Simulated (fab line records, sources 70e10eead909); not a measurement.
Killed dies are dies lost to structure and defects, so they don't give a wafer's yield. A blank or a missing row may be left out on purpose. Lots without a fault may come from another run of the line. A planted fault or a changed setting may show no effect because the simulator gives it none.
Chamber matching | flow nand_harc | NHARC_A_STAIRCASE_ETCH_169 on rie_diel-13: 3 sister chambers
The step etches the open film in CH3F/O2, target depth 50 nm, time 107.1 s. 6 wafers are shown with their chamber, then 5 later ones without.

WAFERS WITH THEIR CHAMBER
wafer  | chamber | drypump_motor_current_A (A) | showerhead_plenum_p_Torr (Torr)
L075.1 | 3       | 5.5                         | 2.30
L083.2 | 1       | 6.2                         | 2.46
L083.5 | 1       | 6.1                         | 2.46
L083.6 | 0       | 5.9                         | 2.66
L091.2 | 3       | 5.5                         | 2.29
L091.4 | 0       | 5.9                         | 2.65

WAFERS WITHOUT THEIR CHAMBER
wafer  | drypump_motor_current_A (A) | showerhead_plenum_p_Torr (Torr)
L092.2 | 5.5                         | 2.28
L092.4 | 5.5                         | 2.28
L092.6 | 6.1                         | 2.45
L094.2 | 5.5                         | 2.28
L094.5 | 5.5                         | 2.28

WHICH CHAMBER EACH WENT THROUGH
wafer  | from the rows above | in truth
L092.2 | 3                   | 3
L092.4 | 3                   | 3
L092.6 | 1                   | 1
L094.2 | 3                   | 3
L094.5 | 3                   | 3
Placed correctly: 5 of 5. Can't be placed from these rows: 0. Placed wrongly: 0.
How it was worked out, from the rows above alone: a wafer's distance from a chamber is the root of the sum, over the readings, of the square of ((its reading less the chamber's mean) divided by the reading's scatter). The wafer belongs to the nearest chamber; if the next one is less than 2 further off, it can't be placed. A chamber's mean is the mean of its shown wafers. The scatter: the root of (the sum of the squares of (reading less its chamber's mean) over the shown wafers, divided by (wafers less chambers)).
